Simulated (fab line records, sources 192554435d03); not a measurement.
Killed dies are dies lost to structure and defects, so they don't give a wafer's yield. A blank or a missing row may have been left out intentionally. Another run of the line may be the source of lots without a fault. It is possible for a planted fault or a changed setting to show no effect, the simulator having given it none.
Matching of chambers || flow n5_finfet || N5_GATE_CUT_ALD_22 on ald_sin-04: 4 sister chambers
The step deposits SiNx, target thk 16 nm, pulse time 1 s, ald cycles 320. 4 wafers are shown with their chamber, then 7 later ones without.

WAFERS, EACH WITH ITS CHAMBER
{"wafer": "L088.1", "chamber": 0, "heater_power_w (W)": 841}
{"wafer": "L088.3", "chamber": 1, "heater_power_w (W)": 836}
{"wafer": "L089.1", "chamber": 2, "heater_power_w (W)": 789}
{"wafer": "L089.3", "chamber": 3, "heater_power_w (W)": 908}

WAFERS WITH NO CHAMBER GIVEN
{"wafer": "L089.4", "heater_power_w (W)": 840}
{"wafer": "L092.2", "heater_power_w (W)": 895}
{"wafer": "L092.4", "heater_power_w (W)": 834}
{"wafer": "L092.6", "heater_power_w (W)": 886}
{"wafer": "L095.3", "heater_power_w (W)": 770}
{"wafer": "L095.5", "heater_power_w (W)": 790}
{"wafer": "L095.6", "heater_power_w (W)": 755}

EACH ONE'S CHAMBER
{"wafer": "L089.4", "from the rows above": "can't be placed: 0 or 1", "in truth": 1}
{"wafer": "L092.2", "from the rows above": 3, "in truth": 3}
{"wafer": "L092.4", "from the rows above": "can't be placed: 1 or 0", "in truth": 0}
{"wafer": "L092.6", "from the rows above": "can't be placed: 3 or 0 or 1", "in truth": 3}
{"wafer": "L095.3", "from the rows above": 2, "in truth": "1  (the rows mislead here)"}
{"wafer": "L095.5", "from the rows above": 2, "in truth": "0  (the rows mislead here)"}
{"wafer": "L095.6", "from the rows above": 2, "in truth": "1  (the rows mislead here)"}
Placed correctly: 1 of 7. Not placeable from these rows: 3 (in 3, the candidates include the true chamber). Placed wrongly: 3.
How it was worked out, from the rows above alone: a wafer's distance from a chamber is the root of the sum, over the readings, of the square of ((its reading less the chamber's mean) divided by the reading's scatter). The wafer belongs to the nearest chamber; if the next one is less than 2 further off, it can't be placed. Each chamber's mean is taken over the wafers shown for it. The scatter (one wafer shown for each chamber): square how far every hidden wafer sits from the nearest shown wafer, average those squares and take the square root.
